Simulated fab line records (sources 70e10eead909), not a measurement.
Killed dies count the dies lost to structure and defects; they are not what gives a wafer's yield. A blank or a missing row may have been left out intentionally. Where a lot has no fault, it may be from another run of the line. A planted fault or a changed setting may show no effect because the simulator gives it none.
Struck lot and sound lot, side by side || flow nand-harc || 40 out of 1302 route steps
Sound: wafers L149.1, L149.4, L149.6. Struck: wafer L152.1; the same lot's L152.6 was not struck, so it is left out; see the end for the cause.
At each step with rows: each side's tool, then ch and its chambers, then its first start. Under that, the readings that differ: sound wafers || struck wafers || difference of the means || sigmas: that difference in standard deviations of wafers without a fault.
alike: readings whose means differ by less than 2 such deviations, and words and numbers that are the same on both sides. not compared: withheld readings, readings that some wafer has no value for, bounds like >300 that may hide the same value, and numbers for which the record gives no deviation and whose values overlap.
Wherever a step has rows on one side only, a row that says differs or no value, or a row with sigmas, the two part there. Numbers that don't overlap but have no deviation are shown without sigmas and don't part them. Lack of a reading on every wafer of one side parts them only where that side has two or more wafers.

NHARC_A_BONDPAD_THK_MEAS_20: measures by xrf.
  struck on film-metro-02, day 26 15:01; sound on film-metro-01, day 25 04:30
  alike: thk-nm
then, 1 step without rows for these wafers: NHARC_A_BONDPAD_SRD_21 (time 30 s, dry time 20 s).
NHARC_A_BONDPAD_INSPECT_23:
  struck on defect-inspect-01, day 26 15:15; sound on defect-inspect-02, day 25 04:44
  alike: raw-defect-count
then, 5 steps without rows for these wafers: NHARC_HYBRID_BOND_ACTIVATE_00 (chemistry N2, time 60 s); NHARC_HYBRID_BOND_PRECLEAN_01 (cleans in DIW, time 300 s); NHARC_HYBRID_BOND_SRD_02 (time 30 s, dry time 20 s); NHARC_HYBRID_BOND_BOND_03; NHARC_HYBRID_BOND_ANNEAL_04 (time 7200 s).
NHARC_HYBRID_BOND_OVL_MEAS_05:
  struck on overlay-02, day 27 04:14; sound on overlay-01, day 25 13:16
  alike: overlay-x-nm, overlay-y-nm
NHARC_HYBRID_BOND_INSPECT_06: inspects for defects (ir void).
  struck on defect-inspect-02, day 27 04:17; sound on defect-inspect-01, day 25 13:19
  alike: raw-defect-count
NHARC_THIN_TSV_GRIND_00:
  sound on grinder-01 ch 0, day 25 14:40; struck on grinder-01 ch 0, day 27 04:26
  alike: head-pressure-psi, motor-current-A
then, 13 steps without rows for these wafers: NHARC_THIN_TSV_CMP_01 (polishes); NHARC_THIN_TSV_SRD_03; NHARC_THIN_TSV_PRECLEAN_41 (cleans in SC1); NHARC_THIN_TSV_SRD_42; NHARC_THIN_TSV_DEP_43 (deposits SiO2, target thk 1328.5 nm); NHARC_THIN_TSV_DEHYDRATE_04 (time 120 s); NHARC_THIN_TSV_HMDS_05 (time 30 s); NHARC_THIN_TSV_COAT_06; NHARC_THIN_TSV_SOFTBAKE_07 (time 95 s); NHARC_THIN_TSV_EBR_08; NHARC_THIN_TSV_EXPOSE_09 (exposes mask TSV); NHARC_THIN_TSV_PEB_10 (peb time 85 s); NHARC_THIN_TSV_DEVELOP_11 (time 70 s).
NHARC_THIN_TSV_CD_MEAS_12 targets a cd of 1000 nm.
  sound on cd-sem-03 ch 0, day 25 17:13; struck on cd-sem-01 ch 0, day 27 06:52
  alike: cd-nm
then, 1 step without rows for these wafers: NHARC_THIN_TSV_HARDBAKE_13 (time 80 s).
NHARC_THIN_TSV_DESCUM_14: chemistry O2, time 3 s.
  sound on rie-diel-09 ch 2,3, day 25 17:23; struck on rie-diel-10 ch 3, day 27 07:03
{"reading": "rf-vpp-V (V)", "sound": "55.6 56.3 59.7", "struck": 59.2, "difference": "+2.0", "sigmas": "+2"}
{"reading": "showerhead-plenum-p-Torr (Torr)", "sound": "1.88 1.81 1.88", "struck": 2.03, "difference": "+0.17", "sigmas": "+2"}
  alike: drypump-motor-current-A, oes-product-au, throttle-valve-pct
  not compared: rf-hours-counter-h
then, 1 step without rows for these wafers: NHARC_THIN_TSV_ETCH_44 (etches the open film in CF4/O2, target depth 1594.2 nm, time 797.1 s).
NHARC_THIN_TSV_ETCH_15: target depth 3000 nm, bosch target overetch cycles 2, bosch etch step 2.8 s.
  sound on rie-si-06 ch 1,2,3, day 25 18:01; struck on rie-si-04 ch 0, day 27 07:42
{"reading": "drypump-motor-current-A (A)", "sound": "6.4 5.9 5.5", "struck": 5.2, "difference": -0.7, "sigmas": -2}
  alike: he-backside-leak-sccm
  not compared: rf-hours-counter-h
NHARC_THIN_TSV_CD_MEAS_16:
  struck on cd-sem-01, day 27 07:50; sound on cd-sem-03, day 25 18:10
  alike: cd-nm
then, 3 steps without rows for these wafers: NHARC_THIN_TSV_STRIP_45 (strips in O2); NHARC_THIN_TSV_STRIP_46 (strips in post etch residue remover, time 1200 s); NHARC_THIN_TSV_DEP_47 (deposits SiO2, target thk 200 nm).
NHARC_THIN_TSV_ETCHBACK_48: etches the open film in C4F8/Ar, target depth 1028.5 nm, time 405.17 s.
  sound on rie-diel-09 ch 0,2,3, day 25 19:31; struck on rie-diel-09 ch 1, day 27 09:14
  alike: oes-product-au, rf-vpp-V
  not compared: rf-hours-counter-h
then, 3 steps without rows for these wafers: NHARC_THIN_TSV_STRIP_62 (strips in N2/H2, time 20 s); NHARC_THIN_TSV_DEGAS_49 (time 120 s); NHARC_THIN_TSV_PRE_CLEAN_50 (time 30 s).
NHARC_THIN_TSV_PVD_19: deposits TaN, target thk 20 nm.
  sound on pvd-sputter-03; struck on pvd-sputter-02
{"reading": "throttle-valve-pct (%)", "sound": "28.4 27.4 27.3", "struck": 29.9, "difference": "+2.2", "sigmas": "+2"}
NHARC_THIN_TSV_PVD_51: deposits Cu, target thk 100 nm.
  sound on pvd-sputter-03; struck on pvd-sputter-02
  alike: throttle-valve-pct
NHARC_END_SORT_01:
  sound on prober-01 ch 0, day 26 15:04; struck on prober-01 ch 0, day 27 22:02
{"reading": "defect-limited-yield (%)", "sound": "96.0 96.2 95.7", "struck": 0, "difference": -96, "sigmas": -34}
{"reading": "killed-at-other", "sound": "1 0 0", "struck": 636, "difference": "+636", "sigmas": "+99 or more"}
{"reading": "killed-dies", "sound": "27 26 29", "struck": 677, "difference": "+650", "sigmas": "+34"}
{"reading": "killed-open", "sound": "4 8 0", "struck": 0, "difference": -4, "sigmas": -2}
{"reading": "sort_bin_2_pct (%)", "sound": "1.8 0.7 1.0", "struck": 96.0, "difference": "+94.8", "sigmas": "+79"}
{"reading": "sort-n-pass", "sound": "650 651 648", "struck": 0, "difference": -650, "sigmas": -34}
{"reading": "sort-rim-yield-pct (%)", "sound": "98 96 93", "struck": 0, "difference": -96, "sigmas": -20}
{"reading": "sort-yield-pct (%)", "sound": "96.0 96.2 95.7", "struck": 0, "difference": -96, "sigmas": -34}
  alike: killed-at-array, killed-at-periphery, killed-short, sort_bin_3_pct, sort_bin_4_pct

== WHERE THEY PART ==
Last at NHARC_END_SORT_01 as far as this record goes, first at NHARC_THIN_TSV_DESCUM_14.

WHY: what had been put in by the simulator
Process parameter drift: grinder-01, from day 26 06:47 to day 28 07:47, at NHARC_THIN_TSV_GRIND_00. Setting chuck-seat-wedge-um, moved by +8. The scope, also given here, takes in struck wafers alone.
